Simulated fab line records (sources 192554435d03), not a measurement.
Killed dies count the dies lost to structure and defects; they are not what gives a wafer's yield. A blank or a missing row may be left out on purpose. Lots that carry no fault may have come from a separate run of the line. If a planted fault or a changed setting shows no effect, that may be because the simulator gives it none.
The tool behind it: which one?	flow n5_finfet	at 1 step of a route of 1938, 24 lots with 72 wafers sampled

WHAT EACH GAUGE READ, for each wafer
N5_BEOL_M9_INSPECT_58: inspects for defects (darkfield).
lot	measured	on	raw_defect_count
L075	day 10 04:39	defect_inspect-01	105 82 83
L074	day 10 05:59	defect_inspect-01	63 66 78
L077	day 10 14:35	defect_inspect-01	62 70 74
L078	day 10 15:26	defect_inspect-01	69 86 64
L079	day 10 19:02	defect_inspect-02	76 69 112
L076	day 11 00:13	defect_inspect-01	54 61 56
L081	day 11 03:46	defect_inspect-02	120 93 75
L080	day 11 08:31	defect_inspect-01	70 63 52
L082	day 11 17:58	defect_inspect-01	58 36 63
L083	day 11 22:59	defect_inspect-01	39 77 58
L084	day 12 08:19	defect_inspect-01	75 90 78
L085	day 12 18:13	defect_inspect-01	57 45 111
L087	day 12 19:51	defect_inspect-01	38 26 51
L088	day 13 03:13	defect_inspect-02	38 65 44
L086	day 13 07:53	defect_inspect-02	66 78 50
L089	day 13 12:07	defect_inspect-01	47 78 23
L091	day 13 23:10	defect_inspect-01	74 35 52
L090	day 13 23:59	defect_inspect-01	55 79 47
L093	day 14 08:58	defect_inspect-02	78 119 194
L092	day 14 15:58	defect_inspect-01	36 31 33
L094	day 15 00:30	defect_inspect-01	37 105 75
L095	day 15 01:03	defect_inspect-01	65 95 33
L096	day 15 05:09	defect_inspect-02	35 65 39
L097	day 15 11:50	defect_inspect-01	55 48 58

WHAT TOOL EACH LOT RAN ON (gives the tool, then ch and the chambers of the sampled wafers, and finally the start)
The record shows no process step preceding these readings.

AS READ BY THE TOOLS THEMSELVES (means over the sampled wafers that have a number; for cases with no such wafer, the mark the record gives instead)
The record holds no such reading with a usual standard deviation.

THE ANSWER, worked out from the rows above alone
Rule: usual is defined by the lots themselves. The widest of any qualifying gaps counts: lots, ordered by their means at a reading, are off when they make up no more than a third of the lots, leave a main group of 4 or more, and stand apart from it by 3 or more times the standard deviation of that group's means. If all means in a main group match to the digits the tables above print for the reading, that group is not used. Also off: a lot with no number at a reading for which 4 or more lots have one. Any other lot the step has rows for is counted as sound. First the gauges in route order, then the tools' own readings, where a lot's mean is used as printed above. The first step at which some lot is off is used, and at that step the reading that is off furthest; a lot without a number counts as furthest.
Across all readings shown, no lot is off: no conclusion can be drawn from this.

WHAT WAS PUT IN BY THE SIMULATOR
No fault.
